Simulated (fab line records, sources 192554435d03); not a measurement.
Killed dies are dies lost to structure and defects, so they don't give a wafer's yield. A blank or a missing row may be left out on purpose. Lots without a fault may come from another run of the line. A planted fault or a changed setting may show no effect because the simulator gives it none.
A struck lot beside a sound one | flow n5_finfet | 15 steps out of a route of 1938
Sound: wafers L374.2, L374.3, L374.4. Struck: wafer L377.3. (L377.2 of the same lot was not struck and is left out.) The cause comes at the end.
At each step with rows: each side's tool, then ch and its chambers, then its first start. Under that, the readings that differ: sound wafers | struck wafers | difference of the means | sigmas: that difference in standard deviations of wafers without a fault.
alike: readings whose means differ by less than 2 such deviations, and words and numbers that are the same on both sides. not compared: withheld readings, readings that some wafer has no value for, bounds like >300 that may hide the same value, and numbers for which the record gives no deviation and whose values overlap.
The two part at a step that has a row with sigmas, a row that says differs or no value, or rows on one side only. Numbers that don't overlap but have no deviation are shown without sigmas and don't part them. A reading that every wafer of one side lacks parts them only if that side has two wafers or more.

N5_BEOL_M11_STRIP_77: strips in N2/H2, time 10 s.
  sound on rie_diel-03 ch 0,1,3; struck on rie_diel-03 ch 2
  reading    | sound             | struck | difference | sigmas
  temp_c (C) | 40.09 40.17 39.99 | 39.79  | -0.29      | -3
  alike: drypump_motor_current_A, oes_product_au, rf_vpp_V, showerhead_plenum_p_Torr, throttle_valve_pct
  not compared: rf_hours_counter_h
N5_BEOL_M11_OCD_MEAS_38:
  sound on ocd-02, day 14 07:00; struck on ocd-01, day 14 06:32
  alike: trench_depth_nm
then, 4 steps without rows for these wafers: N5_BEOL_M11_HM_STRIP_39 (strips TiN in peroxide tin strip, target depth 25 nm, time 158 s); N5_BEOL_M11_SRD_40 (time 30 s); N5_BEOL_M11_PRECLEAN_42 (cleans in residue remover, time 60 s); N5_BEOL_M11_SRD_43 (time 30 s).
N5_BEOL_M11_CD_MEAS_35: target cd 70 nm.
  sound on cd_sem-01, day 14 07:09; struck on cd_sem-03, day 14 06:41
  reading    | sound          | struck | difference | sigmas
  cd_nm (nm) | 70.4 70.5 69.9 | 68.8   | -1.5       | -3
N5_BEOL_M11_CURE_72: cures SiCOH lowk, time 120 s.
  sound on uv_cure-03 ch 0, day 14 07:14; struck on uv_cure-03 ch 0, day 14 06:47
  reading            | sound             | struck | difference | sigmas
  lamp_power_pct (%) | 52.26 52.37 52.37 | 52.14  | -0.19      | -4
  alike: wafer_temp_C_max
N5_BEOL_M11_DEGAS_44: time 60 s.
  sound on pvd_sputter-02, day 14 07:38; struck on pvd_sputter-02, day 14 07:24
  alike: heater_power_w
then, 2 steps without rows for these wafers: N5_BEOL_M11_PRE_CLEAN_45 (time 30 s); N5_BEOL_M11_ALD_74 (deposits TaN, target thk 2 nm, pulse time 2 s, purge time 3 s).
N5_BEOL_M11_SURFACE_TREAT_76:
  sound on pvd_sputter-03, day 14 08:37; struck on pvd_sputter-03, day 14 08:29
  not compared: throttle_valve_pct
N5_BEOL_M11_CVD_75: deposits Co from CCTBA/H2, target thk 2 nm, time 138.9 s.
  sound on cvd_co-02 ch 0,1,2, day 14 08:49; struck on cvd_co-01 ch 2, day 14 08:47
  reading          | sound             | struck | difference | sigmas
  run_length_s (s) | 162.0 162.7 162.6 | 65.0   | -97.4      | -99 or more
N5_BEOL_M11_SPUTTER_48: material Cu, target thk 12 nm, time 2 s.
  sound on pvd_sputter-03, day 14 08:59; struck on pvd_sputter-03, day 14 08:55
  alike: bias_v, throttle_valve_pct
N5_PASSIVATION_PROBE_49:
  the record has rows for the struck wafers here (prober-02, day 16 07:07) and none for the sound ones

WHERE THEY PART
First at N5_BEOL_M11_STRIP_77; last, within this record, at N5_PASSIVATION_PROBE_49.

WHY: what the simulator had put in
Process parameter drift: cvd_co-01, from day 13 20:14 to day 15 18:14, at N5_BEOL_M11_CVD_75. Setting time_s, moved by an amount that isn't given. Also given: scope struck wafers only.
